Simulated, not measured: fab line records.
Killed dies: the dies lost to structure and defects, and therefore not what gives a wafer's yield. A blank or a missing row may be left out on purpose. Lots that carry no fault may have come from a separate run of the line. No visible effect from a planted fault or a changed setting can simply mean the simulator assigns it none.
Comparing a struck lot with a sound one ; flow nand_harc ; 14 out of 1159 route steps
Sound: these wafers, L272.1, L272.2, L272.3. Struck: wafers L280.1, L280.2, L280.6. The cause is named last.
Order at every step that has rows: each side's tool, ch and its chambers, its first start. Under that, the readings that differ: sound wafers ; struck wafers ; difference of the means ; sigmas: that difference in standard deviations of wafers without a fault.
alike: readings with means less than 2 such deviations apart, plus words and numbers identical on both sides. not compared: withheld readings, readings lacking a value on some wafer, bounds such as >300 that could conceal the same value, and numbers that have no deviation in the record and whose values overlap.
The two part at a step that has a row with sigmas, a row that says differs or no value, or rows on one side only. Non-overlapping numbers with no deviation appear without sigmas and do not part them. A reading that every wafer of one side lacks parts them only if that side has two wafers or more.

first, 4 steps without rows for these wafers: NHARC_A_STAIRCASE_EXPOSE_214 (exposes mask STAIR 3); NHARC_A_STAIRCASE_PEB_215 (peb time 130 s); NHARC_A_STAIRCASE_DEVELOP_216 (time 140 s); NHARC_A_STAIRCASE_HARDBAKE_218 (time 140 s).
NHARC_A_STAIRCASE_DESCUM_219: chemistry O2, time 3 s.
  sound on rie_diel-11 ch 0,1,3, day 12 17:10; struck on rie_diel-04 ch 0,3, day 14 19:47
  alike: drypump_motor_current_A, oes_product_au, rf_vpp_V, showerhead_plenum_p_Torr, throttle_valve_pct
  not compared: rf_hours_counter_h
then, 2 steps without rows for these wafers: NHARC_A_STAIRCASE_TRIM_220 (chemistry O2, time 211.2 s); NHARC_A_STAIRCASE_ETCH_221 (etches the open film in C4F8/O2, target depth 100 nm, time 40.5 s).
NHARC_A_STAIRCASE_TRIM_222: chemistry O2, time 211.2 s.
  sound: rie_diel-11 ch 1,2,3; struck: rie_diel-04 ch 0,1,3
  alike: drypump_motor_current_A, oes_product_au, rf_vpp_V, showerhead_plenum_p_Torr, throttle_valve_pct
  not compared: rf_hours_counter_h
NHARC_A_STAIRCASE_ETCH_223: etches the open film in C4F8/O2, target depth 100 nm, time 40.5 s.
  sound: rie_diel-11 ch 0,1,3; struck: rie_diel-04 ch 0,1
reading;sound;struck;difference;sigmas
oes_product_au (a.u.);0.929 0.938 0.938;0.954 0.948 0.959;+0.019;+2
  alike: rf_vpp_V
  not compared: rf_hours_counter_h
NHARC_A_STAIRCASE_TRIM_224: chemistry O2, time 211.2 s.
  sound: rie_diel-11 ch 1,2,3; struck: rie_diel-04 ch 1,2,3
  alike: drypump_motor_current_A, oes_product_au, rf_vpp_V, showerhead_plenum_p_Torr, throttle_valve_pct
  not compared: rf_hours_counter_h
then, 1 step without rows for these wafers: NHARC_A_STAIRCASE_ETCH_225 (etches the open film in C4F8/O2, target depth 100 nm, time 40.5 s).
NHARC_A_STAIRCASE_TRIM_226: chemistry O2, time 211.2 s.
  sound on rie_diel-11 ch 1,2,3, day 12 18:21; struck on rie_diel-04 ch 1,3, day 14 20:37
reading;sound;struck;difference;sigmas
oes_product_au (a.u.);1.008 1.001 1.000;1.196 1.194 1.191;+0.191;+23
  alike: drypump_motor_current_A, rf_vpp_V, showerhead_plenum_p_Torr, throttle_valve_pct
  not compared: rf_hours_counter_h
NHARC_A_STAIRCASE_ETCH_227: etches the open film in C4F8/O2, target depth 100 nm, time 40.5 s.
  sound: rie_diel-11 ch 0,1,2; struck: rie_diel-04 ch 0,2,3
  alike: oes_product_au, rf_vpp_V
  not compared: rf_hours_counter_h
then, 1 step without rows for these wafers: NHARC_END_SORT_01.

== WHERE THEY PART ==
Last at NHARC_A_STAIRCASE_TRIM_226 as far as this record goes, first at NHARC_A_STAIRCASE_ETCH_223. Later steps at which nothing parts them and some readings are alike: NHARC_A_STAIRCASE_ETCH_227.

WHY: the cause the simulator had injected
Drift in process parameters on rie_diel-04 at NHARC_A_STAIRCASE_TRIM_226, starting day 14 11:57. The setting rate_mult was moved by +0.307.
